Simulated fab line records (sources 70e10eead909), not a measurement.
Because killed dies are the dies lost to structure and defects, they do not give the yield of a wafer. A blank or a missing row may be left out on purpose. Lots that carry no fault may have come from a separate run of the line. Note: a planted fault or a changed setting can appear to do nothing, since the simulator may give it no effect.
Comparing a struck lot with a sound one ; flow nand_harc ; 14 steps out of a route of 1302
Sound: the wafers L160.1, L160.4, L160.6. Wafers struck: L171.3, L171.5, L171.6. At the end, the cause is stated.
At each step with rows: each side's tool, then ch and its chambers, then its first start. Under that, the readings that differ: sound wafers ; struck wafers ; difference of the means ; sigmas: that difference in standard deviations of wafers without a fault.
alike: words and numbers the same on both sides, and readings whose means are apart by under 2 such deviations; not compared: readings that were withheld, readings missing a value for some wafer, numbers with overlapping values and no deviation given by the record, and bounds like >300 which may hide the same value.
Wherever a step has rows on one side only, a row that says differs or no value, or a row with sigmas, the two part there. Numbers that don't overlap but have no deviation are shown without sigmas and don't part them. Lack of a reading on every wafer of one side parts them only where that side has two or more wafers.

NHARC_P_M1_CMP_23: polishes, t overpolish 20 s, target thk 157.82 nm.
  sound on cmp-04 ch 1,2,3, day 9 05:53; struck on cmp-03 ch 0,1, day 13 22:34
  alike: motor_current_A, time_to_endpoint_s
NHARC_P_M1_THK_MEAS_24: measures by xrf.
  struck on film_metro-02, day 13 22:53; sound on film_metro-01, day 9 06:08
  alike: thk_nm
then, 1 step without rows for these wafers: NHARC_P_M1_SRD_25.
NHARC_P_M1_INSPECT_27:
  struck on defect_inspect-02, day 13 23:02; sound on defect_inspect-01, day 9 06:17
  alike: raw_defect_count
NHARC_P_M1_PRE_CLEAN_32: time 12 s.
  sound on pecvd-01 ch 0,1,2, day 9 06:23; struck on pecvd-02 ch 0,2, day 13 23:07
  alike: heater_power_outer_w, heater_power_w
NHARC_P_M1_DEP_33: deposits SiCN, target thk 30 nm.
  sound on pecvd-01 ch 0,1,2, day 9 06:32; struck on pecvd-02 ch 0,2, day 13 23:11
  alike: heater_power_outer_w, heater_power_w
then, 5 steps without rows for these wafers: NHARC_P_M2_DEP_00 (deposits SiOC, target thk 182.5 nm); NHARC_P_M2_DEHYDRATE_01 (time 120 s); NHARC_P_M2_HMDS_02 (time 30 s); NHARC_P_M2_COAT_34 (time 65 s); NHARC_P_M2_COAT_03 (resist thk 90 nm).
NHARC_P_M2_SOFTBAKE_04: time 55 s.
  sound on litho_track-06 ch 0, day 9 07:00; struck on litho_track-06 ch 0, day 13 23:00
reading;sound;struck;difference;sigmas
heater_power_total_W (W);188.51 188.51 188.60;323.50 322.85 322.99;+134.57;+99 or more
then, 1 step without rows for these wafers: NHARC_P_M2_EBR_05.
-- the record jumps here: 19 days lie between the struck wafers' starts before and after (it left off in module P_M2 and takes up again in module END, whose first step shown is number 1302 of the route) --
NHARC_END_SORT_01:
  sound on prober-01 ch 0, day 26 23:53; struck on prober-01 ch 0, day 32 19:20
  alike: defect_limited_yield, killed_at_array, killed_at_other, killed_at_periphery, killed_dies, killed_open, killed_short

WHERE THEY PART
Only at NHARC_P_M2_SOFTBAKE_04, as far as this record shows. Later steps at which nothing parts them and some readings are alike: NHARC_END_SORT_01.

WHY: what the simulator had put in
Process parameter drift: litho_track-06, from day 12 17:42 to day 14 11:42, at NHARC_P_M2_SOFTBAKE_04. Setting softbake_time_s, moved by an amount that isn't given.
